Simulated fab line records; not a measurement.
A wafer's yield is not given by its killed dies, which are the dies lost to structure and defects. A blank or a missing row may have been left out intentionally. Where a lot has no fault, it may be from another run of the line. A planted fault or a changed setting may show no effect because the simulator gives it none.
Comparing a struck lot with a sound one :: flow nand harc :: 22 steps out of a route of 1302
Sound: the wafers L829.2, L829.4, L829.5. The struck wafers were L849.2, L849.4, L849.6. The cause is named last.
At each step with rows: each side's tool, then ch and its chambers, then its first start. Under that, the readings that differ: sound wafers :: struck wafers :: difference of the means :: sigmas: that difference in standard deviations of wafers without a fault.
alike: words and numbers the same on both sides, and readings whose means are apart by under 2 such deviations; not compared: readings that were withheld, readings missing a value for some wafer, numbers with overlapping values and no deviation given by the record, and bounds like >300 which may hide the same value.
Wherever a step has rows on one side only, a row that says differs or no value, or a row with sigmas, the two part there. Numbers that don't overlap but have no deviation are shown without sigmas and don't part them. Lack of a reading on every wafer of one side parts them only where that side has two or more wafers.

first, 1 step without rows for these wafers: NHARC_P_M1_SRD_25.
NHARC_P_M1_INSPECT_27:
  struck on defect inspect-02, day 16 02:22; sound on defect inspect-02, day 7 20:04
  alike: raw defect count
NHARC_P_M1_PRE_CLEAN_32: time 12 s.
  sound on pecvd-02 ch 0,2, day 7 20:09; struck on pecvd-03 ch 1,2, day 16 02:26
  alike: heater power w
NHARC_P_M1_DEP_33: deposits SiCN, target thk 30 nm.
  sound on pecvd-02 ch 0,2, day 7 20:15; struck on pecvd-03 ch 1,2, day 16 02:31
  alike: heater power w
then, 7 steps without rows for these wafers: NHARC_P_M2_DEP_00 (deposits SiOC, target thk 182.5 nm); NHARC_P_M2_DEHYDRATE_01 (time 120 s); NHARC_P_M2_HMDS_02 (time 30 s); NHARC_P_M2_COAT_34 (time 65 s); NHARC_P_M2_COAT_03 (resist thk 90 nm); NHARC_P_M2_SOFTBAKE_04 (time 55 s); NHARC_P_M2_EBR_05.
NHARC_P_M2_EXPOSE_06: exposes mask P M2, target cd 170 nm.
  sound on arfi scanner-02 ch 0, day 7 21:19; struck on arfi scanner-01 ch 0, day 16 03:37
reading: exposure dose mJ cm2
sound: 80.72 80.71 80.68
struck: 79.02 79.16 79.15
difference: -1.59
sigmas: -19
  alike: mask, reticle temp C
then, 2 steps without rows for these wafers: NHARC_P_M2_PEB_07 (peb time 65 s); NHARC_P_M2_DEVELOP_08 (develop time 35 s).
NHARC_P_M2_CD_MEAS_09: target cd 170 nm.
  sound on cd sem-03 ch 0, day 7 21:28; struck on cd sem-01 ch 0, day 16 03:46
reading: cd nm (nm)
sound: 170.4 169.2 170.3
struck: 168.7 169.3 167.8
difference: -1.4
sigmas: -2
NHARC_P_M2_OVL_MEAS_10: pitch 340 nm.
  struck on overlay-01, day 16 03:50; sound on overlay-02, day 7 21:33
reading: overlay y nm (nm)
sound: 1.3 1.6 1.2
struck: -1.4 -0.6 -1.3
difference: -2.5
sigmas: -3
  alike: overlay x nm
NHARC_P_M2_INSPECT_11:
  struck on defect inspect-01, day 16 03:53; sound on defect inspect-02, day 7 21:35
  alike: raw defect count
NHARC_P_M2_DESCUM_14: chemistry O2, time 3 s.
  sound on rie diel-04 ch 1,3, day 7 21:39; struck on rie diel-13 ch 0,1,3, day 16 03:56
  alike: chamber pressure mTorr, drypump motor current A, oes product au, rf vpp V, showerhead plenum p Torr, throttle valve pct
  not compared: rf hours counter h, model.P_M2.cd nm
NHARC_P_M2_ETCH_35: etches the open film in N2/H2, target depth 40 nm, overetch 12 nm, time 43.94 s.
  sound on rie diel-04 ch 0,1,3, day 7 21:44; struck on rie diel-13 ch 0,3, day 16 04:02
  alike: chamber pressure mTorr, drypump motor current A, oes product au, rf vpp V, showerhead plenum p Torr, throttle valve pct
  not compared: rf hours counter h
NHARC_P_M2_ETCH_15: etches the open film in C4F8/Ar, target depth 182.5 nm, time 91.2 s.
  sound on rie diel-04 ch 0,2; struck on rie diel-13 ch 0,1
  alike: chamber pressure mTorr, oes product au, rf vpp V
  not compared: rf hours counter h, model.P_M2.cd nm
NHARC_P_M2_CD_MEAS_16:
  struck on cd sem-03, day 16 04:15; sound on cd sem-01, day 7 21:57
  alike: cd nm
-- break in the record here, with 18 days between the starts of the struck wafers on either side (left off in module P_M2, picked up again in module END, where the first step shown is number 1302 on the route) --
NHARC_END_SORT_01:
  the record has rows for the struck wafers here (prober-01 ch 0, day 34 09:47) and none for the sound ones

== WHERE THEY PART ==
Last at NHARC_END_SORT_01 as far as this record goes, first at NHARC_P_M2_EXPOSE_06.

WHY: whatever the simulator had introduced
Process parameter drift: arfi scanner-01, from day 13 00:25 on, at NHARC_P_M2_EXPOSE_06. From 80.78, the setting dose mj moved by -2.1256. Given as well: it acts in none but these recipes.
